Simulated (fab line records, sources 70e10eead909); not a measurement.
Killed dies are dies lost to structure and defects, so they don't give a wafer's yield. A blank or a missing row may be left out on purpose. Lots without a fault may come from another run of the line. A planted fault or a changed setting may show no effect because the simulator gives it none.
fab line records | flow nand_harc
record lots=10 wafers=30 last_day=34
route steps=1302 shown A_CONTACT@1048 END@1302
lots that met no fault: from a run of the same line without faults
start_h: hours from the record's first day to the start of the lot's first wafer shown | wait_h: hours since the lot's step before | " the same as in the row above | L1.1+2: a row that stands for several wafers | - no value, or no start given | * or withheld: withheld | < > ~ a bound
route shown NAME@n: a module of which the file shows steps, and the number in the route of the first | usual: mean/standard deviation of fault-free wafers | same: alike in all rows | chamber/n: place in a boat | sites: the reading at each site | _std_site: their standard deviation | _edge_site: outer sites' mean less inner sites' | radius_mm: how far each site lies from the wafer's centre | mask NAME#n: copy n | behind: the tool/chamber that last shaped the wafer | hold: why the lot was held/for how many hours/how that ended | device: the transistor (n, p or np) that didn't switch | end of line: the same wafers' tests at the end of the route | a step without rows: its recipe alone | killed: dies lost to structure and defects at the first sort, not the wafer's yield | map: a wafer's dies, x killed, . not, _ none there
set.NAME: the setting as run; set.NAME@STEP: as run at that earlier step | model.NAME: the simulator's own value behind a step, which no gauge read
steps of the route over a sample of lots; a table a step, a row a wafer
services: from which hour (start_h, from the record's first day; less than 0 if before it) a tool's chamber was out of use, for how many hours, and why
## steps
# step NHARC_A_CONTACT_ETCH_125
# recipe source_w=withheld pressure_mtorr=20 bias_v=3000 time_s=197 target_depth_a=19180 ar_flow_sccm=withheld c4f8_flow_sccm=withheld o2_flow_sccm=withheld chemistry=C4F8/O2/Ar
# columns lot.wafer tool chamber start_h wait_h rf_hours_counter_h
L703.2 har_cap_etch-01 0 531.72 0.2 4
L703.5 " 1 " " -
L703.6 " 0 " " -
L708.4 har_cap_etch-03 1 570.01 0.2 -
L708.5 " 0 " " -
L708.6 " 1 " " -
L710.2 har_cap_etch-02 0 596.30 0.2 95
L710.1 " 1 " " 95
L710.4 " 1 " " -
L711.1 har_cap_etch-01 0 607.68 0.2 18
L711.2 " 1 " " 18
L711.3 " 1 " " -
L712.2 har_cap_etch-02 0 608.82 0.2 98
L712.3 " 0 " " -
L712.6 " 0 " " -
L716.1 har_cap_etch-01 0 651.45 0.2 28
L716.6 " 0 " " -
L716.5 " 1 " " -
L718.1 har_cap_etch-01 0 686.15 0.2 32
L718.4 " 1 " " -
L718.5 " 0 " " -
L723.3 har_cap_etch-03 1 726.35 0.2 -
L723.4 " 0 " " -
L723.6 " 1 " " -
L725.2 har_cap_etch-02 1 731.44 0.2 119
L725.6 " 0 " " -
L725.5 " 1 " " -
L724.1 har_cap_etch-01 1 749.65 0.2 43
L724.2 " 0 " " 43
L724.6 " 0 " " -
# step NHARC_A_CONTACT_ETCH_132
# recipe source_w=withheld pressure_mtorr=20 bias_v=3000 time_s=197 target_depth_a=19240 ar_flow_sccm=withheld c4f8_flow_sccm=withheld o2_flow_sccm=withheld chemistry=C4F8/O2/Ar
# columns lot.wafer tool chamber start_h wait_h rf_hours_counter_h
L703.2 har_cap_etch-01 0 532.95 0.1 5
L703.5 " 1 " " -
L703.6 " 0 " " -
L708.4 har_cap_etch-03 1 571.25 0.1 -
L708.5 " 0 " " -
L708.6 " 1 " " -
L710.2 har_cap_etch-02 0 597.71 0.2 96
L710.1 " 1 " " 96
L710.4 " 1 " " -
L711.1 har_cap_etch-01 0 608.92 0.1 19
L711.2 " 1 " " 19
L711.3 " 1 " " -
L712.2 har_cap_etch-02 0 610.07 0.1 99
L712.3 " 0 " " -
L712.6 " 0 " " -
L716.1 har_cap_etch-01 0 652.69 0.1 29
L716.6 " 0 " " -
L716.5 " 1 " " -
L718.1 har_cap_etch-01 0 687.40 0.1 33
L718.4 " 1 " " -
L718.5 " 0 " " -
L723.3 har_cap_etch-03 1 727.74 0.1 -
L723.4 " 0 " " -
L723.6 " 1 " " -
L725.2 har_cap_etch-02 1 732.66 0.1 120
L725.6 " 0 " " -
L725.5 " 1 " " -
L724.1 har_cap_etch-01 1 750.89 0.1 44
L724.2 " 0 " " 44
L724.6 " 0 " " -
# step NHARC_A_CONTACT_ETCH_106
# recipe target_depth_a=900 overetch_a=90 time_s=49.5 ion_energy_ev=100 cf4_flow_sccm=80 o2_flow_sccm=20 ar_flow_sccm=0 rf_w=300 bias_w=100 chemistry=CF4/O2
# usual drypump_motor_current_A=5.8/0.41 oes_o_777_au=1.001/0.0048 oes_product_au=0.996/0.011 rf_fwd_power_W=296.4/1.5 rf_vpp_V=198.0/1.4 showerhead_plenum_p_Torr=1.34/0.061 throttle_valve_pct=13.398/0.0093
# columns lot.wafer tool chamber start_h wait_h drypump_motor_current_A oes_o_777_au oes_product_au rf_fwd_power_W rf_hours_counter_h rf_vpp_V showerhead_plenum_p_Torr throttle_valve_pct
L703.2 rie_diel-02 3 537.36 0.1 5.2 0.999 0.974 296.3 46 199.7 1.41 13.411
L703.5 " 3 " " 5.2 0.998 0.986 295.7 - 200.3 1.41 13.392
L703.6 " 0 " " 5.2 0.996 0.995 299.0 - 198.3 1.37 13.400
L708.4 rie_diel-03 0 572.65 0.1 5.6 1.005 0.991 296.1 17 197.4 1.27 13.393
L708.5 " 2 " " 6.2 1.005 1.011 298.0 - 198.9 1.37 13.399
L708.6 " 3 " " 5.9 0.996 0.992 296.1 - 197.7 1.40 13.400
L710.4 rie_diel-02 2 599.38 0.0 6.0 1.015 0.991 296.5 5 196.0 1.31 13.394
L710.1 " 0 " " 5.3 1.010 1.007 297.7 5 197.7 1.36 13.406
L710.2 " 1 " " 5.3 1.004 0.987 297.5 5 199.6 1.41 13.392
L711.2 rie_diel-03 1 610.66 0.1 6.2 0.995 1.013 293.4 23 198.1 1.28 13.409
L711.3 " 2 " " 6.2 0.998 0.994 297.0 23 196.2 1.37 13.387
L711.1 " 3 " " 5.9 1.007 1.002 297.3 22 199.9 1.40 13.388
L712.2 rie_diel-03 0 611.52 0.1 5.6 0.995 1.003 294.1 22 198.0 1.27 13.399
L712.3 " 1 " " 6.2 1.008 1.005 294.9 23 197.5 1.28 13.403
L712.6 " 3 " " 5.9 1.005 0.999 296.3 - 199.7 1.40 13.378
L716.1 rie_diel-03 2 654.17 0.1 6.2 0.999 1.002 298.1 2 198.4 1.36 13.410
L716.6 " 2 " " 6.2 0.991 0.994 297.5 - 199.1 1.36 13.407
L716.5 " 3 " " 5.9 1.005 0.975 296.1 - 199.1 1.40 13.383
L718.1 rie_diel-10 1 688.95 0.1 5.9 1.006 1.007 297.8 30 200.7 1.44 13.387
L718.4 " 3 " " 5.0 1.008 0.999 296.0 - 195.6 1.27 13.406
L718.5 " 1 " " 5.9 0.999 0.998 298.5 - 200.9 1.44 13.384
L723.3 rie_diel-03 0 729.18 0.0 5.6 1.001 0.990 295.4 15 197.8 1.26 13.398
L723.4 " 1 " " 6.2 1.009 1.009 294.0 15 194.9 1.27 13.388
L723.6 " 0 " " 5.6 1.001 0.991 295.1 - 196.8 1.26 13.404
L725.2 rie_diel-10 0 734.15 0.1 6.0 1.000 0.989 295.8 37 199.5 1.41 13.392
L725.6 " 2 " " 4.8 0.999 1.018 296.1 - 196.1 1.26 13.389
L725.5 " 0 " " 6.0 0.998 0.986 295.7 - 198.5 1.41 13.398
L724.2 rie_diel-03 2 752.61 0.1 6.2 0.999 1.009 298.2 19 199.1 1.36 13.402
L724.1 " 0 " " 5.6 0.999 0.989 295.0 20 197.1 1.26 13.383
L724.6 " 3 " " 5.9 1.005 0.985 298.2 - 199.1 1.40 13.401
# step NHARC_A_CONTACT_DESCUM_13
# recipe time_s=3 o2_flow_sccm=200 ar_flow_sccm=0 bias_power_w=0 chemistry=O2
# usual drypump_motor_current_A=5.8/0.41 oes_product_au=0.999/0.011 rf_vpp_V=57.9/0.95 showerhead_plenum_p_Torr=1.90/0.091 throttle_valve_pct=11.312/0.0095
# same bias_power_w=0
# columns lot.wafer tool chamber start_h wait_h hold drypump_motor_current_A oes_product_au rf_hours_counter_h rf_vpp_V showerhead_plenum_p_Torr throttle_valve_pct
L703.2 rie_diel-10 2 540.73 0.1 - 4.8 1.009 36 57.1 1.83 11.314
L703.5 " 0 " " - 5.9 1.004 - 58.9 2.04 11.320
L703.6 " 1 " " - 5.9 1.004 - 57.9 1.77 11.302
L708.4 rie_diel-03 3 575.97 0.1 - 5.9 0.996 17 59.0 2.01 11.315
L708.6 " 0 " " - 5.6 0.991 - 57.3 1.81 11.328
L708.5 " 1 " " - 6.2 0.998 - 56.4 1.83 11.301
L710.4 rie_diel-03 3 603.68 0.1 - 5.9 0.995 21 57.3 2.01 11.322
L710.2 " 1 " " - 6.2 1.005 21 58.6 1.83 11.311
L710.1 " 2 " " - 6.3 1.011 21 57.9 1.96 11.331
L711.3 rie_diel-03 1 619.24 0.1 - 6.2 1.023 25 56.1 1.82 11.313
L711.1 " 2 " " - 6.3 1.011 26 58.7 1.96 11.319
L711.2 " 3 " " - 5.9 0.994 25 59.3 2.01 11.309
L712.3 rie_diel-02 3 619.55 0.1 - 5.2 0.990 12 56.4 2.02 11.317
L712.2 " 1 " " - 5.2 1.000 15 56.6 2.02 11.304
L712.6 " 3 " " - 5.2 0.978 - 57.1 2.02 11.325
L716.1 rie_diel-03 2 659.23 1.7 await_dispo/1.6h/release 6.2 1.002 2 58.0 1.95 11.314
L716.5 " 3 " " await_dispo/1.6h/release 5.9 0.976 - 57.7 2.01 11.332
L716.6 " 0 " " await_dispo/1.6h/release 5.6 0.991 - 57.4 1.81 11.308
L718.1 rie_diel-10 2 693.53 1.1 await_dispo/1.1h/release 4.8 1.020 25 57.5 1.81 11.294
L718.5 " 1 " " await_dispo/1.1h/release 5.9 0.998 - 57.4 2.07 11.299
L718.4 " 3 " " await_dispo/1.1h/release 5.0 1.001 - 56.4 1.81 11.311
L723.4 rie_diel-03 2 732.50 0.1 - 6.2 1.001 15 57.1 1.95 11.309
L723.3 " 0 " " - 5.6 0.984 16 57.0 1.81 11.304
L723.6 " 3 " " - 5.9 0.986 - 57.7 2.00 11.306
L725.2 rie_diel-03 0 744.70 0.1 - 5.5 0.988 17 58.2 1.81 11.285
L725.5 " 3 " " - 5.9 0.989 - 58.8 2.00 11.300
L725.6 " 0 " " - 5.5 1.000 - 57.5 1.81 11.305
L724.2 rie_diel-10 1 755.90 0.1 - 5.9 0.991 53 58.3 2.06 11.297
L724.1 " 3 " " - 5.0 1.000 45 56.3 1.81 11.305
L724.6 " 1 " " - 5.9 0.996 - 57.1 2.06 11.310
# step NHARC_A_CONTACT_ETCH_89
# recipe target_depth_a=2600 over_etch_frac=0.3 time_s=475.3 ion_energy_ev=200 n2_flow_sccm=150 h2_flow_sccm=150 ar_flow_sccm=0 rf_w=400 bias_w=150 chemistry=N2/H2
# usual drypump_motor_current_A=5.8/0.43 oes_product_au=0.999/0.011 rf_fwd_power_W=399.4/1.2 rf_vpp_V=430.2/2.8 showerhead_plenum_p_Torr=2.03/0.098 throttle_valve_pct=14.172/0.009
# columns lot.wafer tool chamber start_h wait_h drypump_motor_current_A oes_product_au rf_fwd_power_W rf_hours_counter_h rf_vpp_V showerhead_plenum_p_Torr throttle_valve_pct
L703.2 rie_diel-10 3 - - 5.0 0.991 400.7 37 428.5 1.95 14.171
L703.5 " 1 " " 5.9 1.004 403.2 - 427.4 1.89 14.159
L703.6 " 2 " " 4.8 0.997 400.1 - 428.3 1.94 14.161
L708.4 rie_diel-03 2 - - 6.3 0.995 400.7 18 432.5 2.09 14.170
L708.6 " 2 " " 6.2 1.005 399.8 - 430.9 2.09 14.177
L708.5 " 3 " " 5.9 0.986 398.5 - 433.4 2.15 14.179
L710.2 rie_diel-03 0 - - 5.6 0.999 400.1 21 427.4 1.93 14.161
L710.4 " 1 " " 6.2 1.012 397.1 21 427.0 1.94 14.185
L710.1 " 2 " " 6.2 1.008 399.1 21 431.0 2.09 14.166
L711.3 rie_diel-03 0 - - 5.6 0.998 402.7 24 428.1 1.93 14.171
L711.2 " 1 " " 6.2 1.020 398.3 25 428.4 1.94 14.163
L711.1 " 2 " " 6.2 1.020 399.5 26 432.3 2.09 14.166
L712.3 rie_diel-02 2 - - 6.0 1.008 399.3 15 427.9 1.99 14.170
L712.2 " 3 " " 5.2 0.987 399.9 12 432.1 2.16 14.172
L712.6 " 1 " " 5.2 0.994 397.8 - 433.8 2.15 14.158
L716.1 rie_diel-03 1 - - 6.2 1.024 399.9 2 427.6 1.94 14.164
L716.6 " 1 " " 6.2 1.005 400.7 - 428.0 1.94 14.168
L716.5 " 2 " " 6.3 1.007 399.0 - 431.0 2.09 14.182
L718.1 rie_diel-10 1 - - 5.9 0.996 398.7 30 433.5 2.21 14.197
L718.4 " 1 " " 5.9 1.000 400.7 - 434.8 2.21 14.190
L718.5 " 3 " " 5.0 1.006 398.2 - 428.8 1.93 14.159
L723.4 rie_diel-03 0 - - 5.5 0.987 399.6 16 428.5 1.92 14.183
L723.3 " 3 " " 5.9 0.988 398.1 16 432.4 2.14 14.179
L723.6 " 1 " " 6.2 1.015 401.0 - 426.5 1.94 14.168
L725.2 rie_diel-03 0 - - 5.5 0.979 399.7 17 428.1 1.92 14.184
L725.6 " 3 " " 5.9 0.986 399.7 - 434.2 2.14 14.169
L725.5 " 0 " " 5.6 0.982 399.3 - 427.9 1.92 14.154
L724.1 rie_diel-10 3 - - 5.0 0.996 400.1 45 426.6 1.93 14.161
L724.2 " 0 " " 6.0 0.991 399.1 42 435.4 2.15 14.181
L724.6 " 3 " " 5.0 0.998 398.0 - 427.1 1.93 14.160
# step NHARC_END_SORT_01
# recipe temp_c=25
# usual killed_at_array=57/18 killed_at_other=0.8/1 killed_at_periphery=3.9/2.8 killed_dies=62/18 killed_open=3.4/1.8 killed_short=2.2/1.6
# same gross_dies=677
# columns lot.wafer tool chamber start_h wait_h killed_at_array killed_at_other killed_at_periphery killed_dies killed_open killed_short
L716.1 prober-01 0 737.00 2.5 103 0 0 103 3 1
L716.5 prober-01 0 740.15 3.7 140 0 2 142 4 0
L716.6 prober-01 0 740.94 3.9 106 0 1 107 3 3
L718.1 prober-01 0 759.04 2.5 102 2 2 106 5 0
L718.4 prober-01 0 761.46 3.4 126 2 1 129 5 1
L718.5 prober-01 0 762.27 3.7 100 0 6 106 7 2
# killed by level:class
L716.1 A_CONTACT:unspecified=42 A_CHANNEL_HOLE_D1:chamber_film_flake=29 A_CHANNEL_HOLE_D2:chamber_film_flake=17 A_CONTACT:chamber_film_flake=6 A_SLIT:chamber_film_flake=4 A_CHANNEL_FILL_D1:geometric_particle:open=2 A_CHANNEL_HOLE_D1:geometric_particle:short=1 A_M0:geometric_particle:open=1
L716.5 A_CONTACT:unspecified=77 A_CHANNEL_HOLE_D1:chamber_film_flake=34 A_CHANNEL_HOLE_D2:chamber_film_flake=15 A_SLIT:chamber_film_flake=4 A_CONTACT:chamber_film_flake=3 A_SGD_CUT:chamber_film_flake=2 A_STAIRCASE:chamber_film_flake=2 P_M0:geometric_particle:open=1
L716.6 A_CONTACT:unspecified=46 A_CHANNEL_HOLE_D1:chamber_film_flake=29 A_CHANNEL_HOLE_D2:chamber_film_flake=11 A_SLIT:chamber_film_flake=8 A_CONTACT:chamber_film_flake=5 A_STAIRCASE:chamber_film_flake=2 P_M1:geometric_particle:short=1 A_ONON_D1:geometric_particle:open=1
L718.1 A_CONTACT:unspecified=40 A_CHANNEL_HOLE_D2:chamber_film_flake=22 A_SLIT:chamber_film_flake=21 A_CHANNEL_HOLE_D1:chamber_film_flake=6 A_CONTACT:chamber_film_flake=3 A_STAIRCASE:chamber_film_flake=2 THIN_TSV:chamber_film_flake=2 P_M0:geometric_particle:open=1
L718.4 A_CONTACT:unspecified=75 A_SLIT:chamber_film_flake=23 A_CHANNEL_HOLE_D2:chamber_film_flake=7 A_CHANNEL_HOLE_D1:chamber_film_flake=5 A_STAIRCASE:chamber_film_flake=4 A_SGD_CUT:chamber_film_flake=2 A_CONTACT:chamber_film_flake=2 THIN_TSV:chamber_film_flake=2
L718.5 A_CONTACT:unspecified=44 A_SLIT:chamber_film_flake=22 A_CHANNEL_HOLE_D2:chamber_film_flake=11 A_CHANNEL_HOLE_D1:chamber_film_flake=8 A_CONTACT:chamber_film_flake=5 P_GATE:geometric_particle:open=3 A_STAIRCASE:chamber_film_flake=3 P_M0:geometric_particle:open=2
## services
# columns tool chamber start_h hours kind
rie_diel-03 0 516.30 - clean
rie_diel-03 1 516.30 - clean
rie_diel-03 2 516.30 - clean
rie_diel-03 3 516.30 - clean
rie_diel-02 0 539.74 2.6 repair
rie_diel-03 0 540.82 - clean
rie_diel-03 1 540.82 - clean
rie_diel-03 2 540.82 - clean
rie_diel-02 2 541.20 28.6 repair
rie_diel-02 - 559.32 0.6 repair
rie_diel-02 - 571.69 9.0 pm
rie_diel-10 3 581.32 4.8 repair
rie_diel-02 - 592.64 0.9 repair
rie_diel-10 - 597.51 9.0 pm
rie_diel-10 2 615.70 9.7 repair
rie_diel-03 - 635.38 9.0 pm
har_cap_etch-01 - 661.17 0.4 repair
rie_diel-10 3 664.60 5.2 repair
rie_diel-10 0 680.91 15.6 repair
rie_diel-10 2 700.05 4.2 repair
rie_diel-10 3 733.19 3.4 repair
rie_diel-03 1 741.51 21.3 repair
rie_diel-02 - 748.69 9.0 pm
har_cap_etch-02 - 755.06 17.0 pm
## key
first_sign step=NHARC_END_SORT_01 reading=killed_at_array direction=up sigmas=3.1 usual=57 struck=113 wafers_moved=4
effect step=NHARC_END_SORT_01 reading=killed_dies direction=up sigmas=3 usual=62 struck=116 wafers_moved=3
more_kills_born_at NHARC_A_CONTACT_ETCH_132@har_cap_etch-01=324
met_at NHARC_A_CONTACT_ETCH_132
struck_lots L716,L718
tester_left_out L716,L718
not_acting_at NHARC_A_CONTACT_ETCH_125,NHARC_A_CONTACT_ETCH_106,NHARC_A_CONTACT_ETCH_89
onset_between 608.92 652.69
fault kind=chamber_particle_source tool=har_cap_etch-01 chamber=- onset_h=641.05 steps=NHARC_A_CONTACT_ETCH_132 rate_per_visit_cm2=2.0855 end_h=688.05
# tester_left_out: of these lots the tester's yield and bins aren't shown, on N5 and GAA mostly nor the transistor test; their killed dies are dies lost to structure and defects alone, not to doping, threshold or leakage, so they don't give the yield
